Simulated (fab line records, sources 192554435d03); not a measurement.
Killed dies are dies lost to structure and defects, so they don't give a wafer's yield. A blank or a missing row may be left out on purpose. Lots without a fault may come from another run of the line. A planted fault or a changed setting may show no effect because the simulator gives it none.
Which tool did it? | flow n5_finfet | 24 lots, 72 wafers sampled, at 5 steps of a route of 1938

WHAT THE GAUGES READ, wafer by wafer
N5_FIN_SAQP_THK_MEAS_05. Usual: thk_nm 38.0 nm, standard deviation 0.45.
lot  | measured    | on            | thk_nm (nm)    | flag
L074 | day 1 21:38 | film_metro-02 | 37.9 37.9 38.1 |
L075 | day 2 02:43 | film_metro-02 | 38.1 38.4 38.8 |
L076 | day 2 09:30 | film_metro-01 | 37.8 38.9 39.5 |
L077 | day 2 15:39 | film_metro-02 | 37.5 38.5 38.1 |
L078 | day 2 21:45 | film_metro-02 | 37.4 37.8 38.3 |
L079 | day 3 03:01 | film_metro-01 | 37.9 38.0 38.5 |
L080 | day 3 09:22 | film_metro-01 | 38.1 38.9 38.7 |
L081 | day 3 15:43 | film_metro-02 | 38.1 38.4 38.5 |
L082 | day 3 21:40 | film_metro-02 | 37.2 36.9 37.5 |
L083 | day 4 03:36 | film_metro-02 | 37.3 37.4 38.1 |
L084 | day 4 09:21 | film_metro-02 | 38.0 38.4 38.4 |
L085 | day 4 16:35 | film_metro-01 | 37.8 38.0 38.3 |
L086 | day 4 21:29 | film_metro-01 | 37.7 38.8 38.8 |
L087 | day 5 03:29 | film_metro-02 | 37.9 38.0 38.6 |
L088 | day 5 08:58 | film_metro-01 | 38.3 37.8 38.5 |
L089 | day 5 16:32 | film_metro-02 | 37.8 38.1 38.3 |
L090 | day 5 22:03 | film_metro-01 | 37.6 38.3 38.2 |
L091 | day 6 02:21 | film_metro-01 | 38.0 38.4 38.1 |
L092 | day 6 09:34 | film_metro-01 | 37.9 38.0 37.8 |
L093 | day 6 15:17 | film_metro-01 | 37.9 37.6 38.8 |
L094 | day 6 21:11 | film_metro-02 | 37.8 38.2 38.4 |
L095 | day 7 03:21 | film_metro-02 | 37.8 38.3 38.2 |
L096 | day 7 10:56 | film_metro-02 | 37.4 37.3 37.6 |
L097 | day 7 15:15 | film_metro-01 | 38.3 38.6 38.1 |

N5_FIN_SAQP_CD_MEAS_16: target cd 35.6 nm. Usual: cd_nm 35.5 nm, standard deviation 0.33.
lot  | measured    | on        | cd_nm (nm)     | flag
L074 | day 1 22:20 | cd_sem-02 | 35.2 35.9 35.7 |
L075 | day 2 03:24 | cd_sem-02 | 35.3 35.8 35.5 |
L076 | day 2 10:04 | cd_sem-02 | 35.3 35.4 35.3 |
L077 | day 2 16:21 | cd_sem-02 | 35.6 35.2 35.4 |
L078 | day 2 22:26 | cd_sem-01 | 35.0 35.0 35.4 |
L079 | day 3 03:35 | cd_sem-02 | 35.7 35.4 35.9 |
L080 | day 3 10:04 | cd_sem-01 | 35.7 34.9 35.3 |
L081 | day 3 16:17 | cd_sem-03 | 35.7 35.5 35.5 |
L082 | day 3 22:14 | cd_sem-03 | 35.5 35.2 35.7 |
L083 | day 4 04:10 | cd_sem-02 | 35.2 35.3 35.3 |
L084 | day 4 09:56 | cd_sem-01 | 35.5 35.6 35.6 |
L085 | day 4 17:10 | cd_sem-01 | 35.4 35.7 35.1 |
L086 | day 4 22:11 | cd_sem-01 | 35.5 35.7 36.1 |
L087 | day 5 04:11 | cd_sem-01 | 36.0 35.2 35.0 |
L088 | day 5 09:40 | cd_sem-01 | 35.4 35.5 35.5 |
L089 | day 5 17:14 | cd_sem-02 | 35.9 35.7 35.2 |
L090 | day 5 22:38 | cd_sem-01 | 36.4 35.8 35.9 |
L091 | day 6 03:04 | cd_sem-01 | 35.2 35.3 35.5 |
L092 | day 6 10:16 | cd_sem-02 | 35.1 36.0 35.4 |
L093 | day 6 15:52 | cd_sem-01 | 35.3 35.0 35.1 |
L094 | day 6 21:53 | cd_sem-03 | 35.5 35.5 35.2 |
L095 | day 7 03:56 | cd_sem-03 | 35.6 35.5 35.5 |
L096 | day 7 11:38 | cd_sem-02 | 35.6 35.4 35.5 |
L097 | day 7 15:57 | cd_sem-01 | 36.2 36.2 35.7 |

WHICH TOOL RAN EACH LOT (tool, then ch and the chambers of the sampled wafers, then the start)
lot  | N5_PMOS_HMC_CHANNEL_EPI_EPI_26 | N5_FIN_SAQP_PECVD_48           | N5_FIN_SAQP_HM_DEP_72
L074 | epi_rpcvd-04 ch 0, day 1 19:58 | pecvd-01 ch 0,1,2, day 1 21:43 | pecvd-02 ch 0,2, day 1 21:53
L075 | epi_rpcvd-02 ch 0, day 2 01:40 | pecvd-04 ch 0,2, day 2 02:47   | pecvd-01 ch 0,1, day 2 02:57
L076 | epi_rpcvd-02 ch 0, day 2 08:09 | pecvd-01 ch 1,2, day 2 09:34   | pecvd-04 ch 0,1,2, day 2 09:44
L077 | epi_rpcvd-04 ch 0, day 2 14:37 | pecvd-01 ch 0,1, day 2 15:44   | pecvd-04 ch 0,2, day 2 15:54
L078 | epi_rpcvd-01 ch 0, day 2 20:47 | pecvd-04 ch 0,1, day 2 21:49   | pecvd-01 ch 0,1,2, day 2 21:59
L079 | epi_rpcvd-04 ch 0, day 3 01:58 | pecvd-02 ch 1,2, day 3 03:06   | pecvd-04 ch 0,1,2, day 3 03:16
L080 | epi_rpcvd-04 ch 0, day 3 08:19 | pecvd-02 ch 0,1,2, day 3 09:27 | pecvd-01 ch 0,2, day 3 09:37
L081 | epi_rpcvd-01 ch 0, day 3 14:41 | pecvd-04 ch 0,1,2, day 3 15:48 | pecvd-01 ch 0,2, day 3 15:58
L082 | epi_rpcvd-04 ch 0, day 3 20:15 | pecvd-02 ch 0,2, day 3 21:44   | pecvd-04 ch 1,2, day 3 21:55
L083 | epi_rpcvd-01 ch 0, day 4 02:18 | pecvd-02 ch 0,1, day 4 03:41   | pecvd-01 ch 0,1,2, day 4 03:50
L084 | epi_rpcvd-04 ch 0, day 4 08:29 | pecvd-02 ch 0,1,2, day 4 09:28 | pecvd-01 ch 0,1,2, day 4 09:38
L085 | epi_rpcvd-01 ch 0, day 4 14:33 | pecvd-01 ch 0,1,2, day 4 16:41 | pecvd-02 ch 0,1,2, day 4 16:51
L086 | epi_rpcvd-04 ch 0, day 4 20:14 | pecvd-02 ch 0,1,2, day 4 21:34 | pecvd-04 ch 0,1,2, day 4 21:44
L087 | epi_rpcvd-02 ch 0, day 5 02:10 | pecvd-04 ch 0,2, day 5 03:34   | pecvd-01 ch 1,2, day 5 03:44
L088 | epi_rpcvd-04 ch 0, day 5 07:46 | pecvd-02 ch 0,1, day 5 09:02   | pecvd-04 ch 1,2, day 5 09:13
L089 | epi_rpcvd-04 ch 0, day 5 15:18 | pecvd-01 ch 0,1,2, day 5 16:37 | pecvd-01 ch 0,1, day 5 16:47
L090 | epi_rpcvd-04 ch 0, day 5 21:01 | pecvd-04 ch 0,1,2, day 5 22:08 | pecvd-02 ch 1,2, day 5 22:17
L091 | epi_rpcvd-02 ch 0, day 6 01:24 | pecvd-04 ch 0,1, day 6 02:25   | pecvd-02 ch 2, day 6 02:35
L092 | epi_rpcvd-01 ch 0, day 6 08:26 | pecvd-01 ch 0,1,2, day 6 09:39 | pecvd-01 ch 0,1, day 6 09:49
L093 | epi_rpcvd-04 ch 0, day 6 13:52 | pecvd-04 ch 0,1,2, day 6 15:22 | pecvd-02 ch 0,2, day 6 15:32
L094 | epi_rpcvd-01 ch 0, day 6 20:07 | pecvd-02 ch 1,2, day 6 21:16   | pecvd-01 ch 0,2, day 6 21:26
L095 | epi_rpcvd-04 ch 0, day 7 02:15 | pecvd-01 ch 1,2, day 7 03:25   | pecvd-02 ch 0,1, day 7 03:36
L096 | epi_rpcvd-01 ch 0, day 7 07:53 | pecvd-01 ch 0,1,2, day 7 11:01 | pecvd-04 ch 0,1, day 7 11:11
L097 | epi_rpcvd-04 ch 0, day 7 14:11 | pecvd-01 ch 0,1,2, day 7 15:21 | pecvd-02 ch 0,1,2, day 7 15:31
- N5_PMOS_HMC_CHANNEL_EPI_EPI_26: deposits Si from SiH4/H2, target thk 3.8 nm, time 22.7 s.
- N5_FIN_SAQP_PECVD_48: deposits SiNx from SiH4/NH3/N2, target thk 25 nm, time 22.1 s.
- N5_FIN_SAQP_HM_DEP_72: deposits SiO2 from SiH4/N2O, target thk 12 nm, time 7.2 s.

WHAT THE TOOLS THEMSELVES READ (means of the sampled wafers that have a number; where no wafer has one, the mark that the record gives instead)
N5_PMOS_HMC_CHANNEL_EPI_EPI_26. Usual: throttle_valve_pct 11.2 %, standard deviation 0.34.
lot  | tool         | throttle_valve_pct (%) | flag
L074 | epi_rpcvd-04 | 11.7                   |
L075 | epi_rpcvd-02 | 11.2                   |
L076 | epi_rpcvd-02 | 11.1                   |
L077 | epi_rpcvd-04 | 11.4                   |
L078 | epi_rpcvd-01 | 10.7                   |
L079 | epi_rpcvd-04 | 11.4                   |
L080 | epi_rpcvd-04 | 11.5                   |
L081 | epi_rpcvd-01 | 10.8                   |
L082 | epi_rpcvd-04 | 11.6                   |
L083 | epi_rpcvd-01 | 10.9                   |
L084 | epi_rpcvd-04 | 11.6                   |
L085 | epi_rpcvd-01 | 10.7                   |
L086 | epi_rpcvd-04 | 11.5                   |
L087 | epi_rpcvd-02 | 11.3                   |
L088 | epi_rpcvd-04 | 11.5                   |
L089 | epi_rpcvd-04 | 11.5                   |
L090 | epi_rpcvd-04 | 11.5                   |
L091 | epi_rpcvd-02 | 11.2                   |
L092 | epi_rpcvd-01 | 10.8                   |
L093 | epi_rpcvd-04 | 11.5                   |
L094 | epi_rpcvd-01 | 10.9                   |
L095 | epi_rpcvd-04 | 11.3                   |
L096 | epi_rpcvd-01 | 10.8                   |
L097 | epi_rpcvd-04 | 11.5                   |

N5_FIN_SAQP_PECVD_48. Usual: heater_power_w 745 W, standard deviation 70; showerhead_plenum_p_Torr 5.11 Torr, standard deviation 0.068; throttle_valve_pct 40.0 %, standard deviation 2.7.
lot  | tool     | heater_power_w (W) | showerhead_plenum_p_Torr (Torr) | throttle_valve_pct (%) | flag
L074 | pecvd-01 | 705                | 5.05                            | 40.3                   |
L075 | pecvd-04 | 795                | 5.07                            | 38.4                   |
L076 | pecvd-01 | 815                | 5.07                            | 37.8                   |
L077 | pecvd-01 | 798                | 5.03                            | 40.0                   |
L078 | pecvd-04 | 741                | 5.16                            | 38.3                   |
L079 | pecvd-02 | 676                | 5.16                            | 38.7                   |
L080 | pecvd-02 | 725                | 5.16                            | 40.4                   |
L081 | pecvd-04 | 745                | 5.10                            | 38.8                   |
L082 | pecvd-02 | 750                | 5.17                            | 38.6                   |
L083 | pecvd-02 | 747                | 5.16                            | 42.1                   |
L084 | pecvd-02 | 782                | 5.15                            | 40.6                   |
L085 | pecvd-01 | 767                | 5.06                            | 40.5                   |
L086 | pecvd-02 | 724                | 5.16                            | 40.5                   |
L087 | pecvd-04 | 770                | 5.06                            | 38.4                   |
L088 | pecvd-02 | 701                | 5.17                            | 42.3                   |
L089 | pecvd-01 | 802                | 5.06                            | 40.6                   |
L090 | pecvd-04 | 764                | 5.10                            | 38.7                   |
L091 | pecvd-04 | 736                | 5.17                            | 38.3                   |
L092 | pecvd-01 | 775                | 5.07                            | 40.6                   |
L093 | pecvd-04 | 733                | 5.11                            | 38.8                   |
L094 | pecvd-02 | 666                | 5.14                            | 40.6                   |
L095 | pecvd-01 | 783                | 5.09                            | 38.5                   |
L096 | pecvd-01 | 770                | 5.06                            | 40.7                   |
L097 | pecvd-01 | 708                | 5.06                            | 40.7                   |

N5_FIN_SAQP_HM_DEP_72. Usual: heater_power_w 756 W, standard deviation 75; showerhead_plenum_p_Torr 8.07 Torr, standard deviation 0.14.
lot  | tool     | heater_power_w (W) | showerhead_plenum_p_Torr (Torr) | flag
L074 | pecvd-02 | 717                | 8.22                            |
L075 | pecvd-01 | 744                | 7.93                            |
L076 | pecvd-04 | 754                | 8.08                            |
L077 | pecvd-04 | 830                | 7.95                            |
L078 | pecvd-01 | 795                | 7.98                            |
L079 | pecvd-04 | 765                | 8.08                            |
L080 | pecvd-01 | 828                | 8.03                            |
L081 | pecvd-01 | 756                | 8.04                            |
L082 | pecvd-04 | 717                | 8.03                            |
L083 | pecvd-01 | 755                | 7.98                            |
L084 | pecvd-01 | 716                | 7.98                            |
L085 | pecvd-02 | 706                | 8.18                            |
L086 | pecvd-04 | 810                | 8.08                            |
L087 | pecvd-01 | 817                | 8.06                            |
L088 | pecvd-04 | 666                | 8.17                            |
L089 | pecvd-01 | 750                | 7.90                            |
L090 | pecvd-02 | 726                | 8.14                            |
L091 | pecvd-02 | 723                | 8.19                            |
L092 | pecvd-01 | 726                | 7.91                            |
L093 | pecvd-02 | 769                | 8.22                            |
L094 | pecvd-01 | 823                | 8.03                            |
L095 | pecvd-02 | 705                | 8.15                            |
L096 | pecvd-04 | 766                | 8.12                            |
L097 | pecvd-02 | 703                | 8.17                            |

THE ANSWER, worked out from the rows above alone
Rule: a lot is off if the mean of its wafers that have a number lies more than 3 standard deviations from the usual mean. A lot without any number at a reading at which 4 lots or more have one is off too. The other lots that the step has rows for count as sound. The gauges are gone through in route order, then the tools' own readings, and for those a lot's mean is taken as printed above. The first step at which some lot is off is used, and at that step the reading that is off furthest; a lot without a number counts as furthest.
No lot is off at any reading shown: from this, nothing can be told.

WHAT THE SIMULATOR HAD PUT IN
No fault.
